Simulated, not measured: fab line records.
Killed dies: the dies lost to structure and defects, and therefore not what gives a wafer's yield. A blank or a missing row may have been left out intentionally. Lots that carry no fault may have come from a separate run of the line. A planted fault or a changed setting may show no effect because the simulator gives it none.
Matching of chambers :: flow n5 finfet :: N5_BEOL_M1_ETCH_70 on rie diel-03: 4 sister chambers
The step etches SOC in N2/H2, target depth 80 nm, overetch 16 nm, time 120 s. 4 wafers are shown with their chamber, then 10 later ones without.

== WAFERS WITH THEIR CHAMBER ==
wafer: L089.1
chamber: 0
drypump motor current A (A): 6.42

wafer: L089.2
chamber: 2
drypump motor current A (A): 6.02

wafer: L090.1
chamber: 3
drypump motor current A (A): 5.70

wafer: L090.2
chamber: 1
drypump motor current A (A): 5.97

== WAFERS WHOSE CHAMBER IS MISSING ==
wafer: L090.4
drypump motor current A (A): 6.02

wafer: L091.4
drypump motor current A (A): 5.70

wafer: L091.5
drypump motor current A (A): 5.71

wafer: L091.6
drypump motor current A (A): 6.43

wafer: L092.1
drypump motor current A (A): 5.99

wafer: L092.3
drypump motor current A (A): 6.08

wafer: L092.4
drypump motor current A (A): 5.70

wafer: L094.1
drypump motor current A (A): 6.05

wafer: L094.3
drypump motor current A (A): 5.68

wafer: L094.5
drypump motor current A (A): 6.02

== EACH ONE'S CHAMBER ==
wafer: L090.4
from the rows above: 2
in truth: 2

wafer: L091.4
from the rows above: 3
in truth: 3

wafer: L091.5
from the rows above: 3
in truth: 3

wafer: L091.6
from the rows above: 0
in truth: 0

wafer: L092.1
from the rows above: can't be placed: 1 or 2
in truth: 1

wafer: L092.3
from the rows above: 2
in truth: 2

wafer: L092.4
from the rows above: 3
in truth: 3

wafer: L094.1
from the rows above: 2
in truth: 2

wafer: L094.3
from the rows above: 3
in truth: 3

wafer: L094.5
from the rows above: 2
in truth: 2
Correct placement for 9 of the 10. Cannot be placed on the basis of these rows: 1; the candidates contain the true chamber in 1. 0 placed wrongly.
How it was worked out, from the rows above alone: a wafer's distance from a chamber is the root of the sum, over the readings, of the square of ((its reading less the chamber's mean) divided by the reading's scatter). If the next closest chamber is less than 2 further off than the closest, the wafer can't be placed; otherwise it belongs to the closest. The mean given for a chamber averages the wafers shown for that chamber. The scatter (one wafer shown for each chamber): square how far every hidden wafer sits from the nearest shown wafer, average those squares and take the square root.
